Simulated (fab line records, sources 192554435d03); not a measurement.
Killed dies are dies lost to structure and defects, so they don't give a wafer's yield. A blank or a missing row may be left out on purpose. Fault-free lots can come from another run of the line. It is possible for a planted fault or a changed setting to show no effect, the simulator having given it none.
Matching of chambers	flow n5 finfet	3 sister chambers for N5_BEOL_M12_DEP_53 on pecvd-01
The step deposits SiCN from 3MS/NH3, target thk 30 nm, time 10.5 s. 6 wafers are shown with their chamber, then 7 later ones without.

== WAFERS WITH THEIR CHAMBER ==
wafer	chamber	showerhead plenum p Torr (Torr)	throttle valve pct (%)
L966.1	0	4.176	17.4
L968.3	0	4.166	17.2
L974.5	2	4.146	17.8
L974.6	1	4.177	17.9
L980.1	2	4.144	17.7
L980.4	1	4.189	17.8

== WAFERS MISSING THEIR CHAMBER ==
wafer	showerhead plenum p Torr (Torr)	throttle valve pct (%)
L980.6	4.166	17.3
L981.1	4.180	18.0
L981.3	4.147	17.8
L981.5	4.165	17.3
L982.2	4.165	17.0
L982.4	4.180	17.8
L982.6	4.140	17.8

== CHAMBER TAKEN BY EACH ==
wafer	from the rows above	in truth
L980.6	0	0
L981.1	1	1
L981.3	2	2
L981.5	0	0
L982.2	0	0
L982.4	1	1
L982.6	2	2
Correctly placed: 7 of 7. Left unplaced by these rows: 0. Wrongly placed: 0.
How it was worked out, from the rows above alone: a wafer's distance from a chamber is the root of the sum, over the readings, of the square of ((its reading less the chamber's mean) divided by the reading's scatter). The wafer belongs to the nearest chamber; if the next one is less than 2 further off, it can't be placed. The mean given for a chamber averages the wafers shown for that chamber. The scatter is the square root of a quotient: the sum, over the shown wafers, of each reading's squared deviation from its chamber's mean, divided by wafers minus chambers.
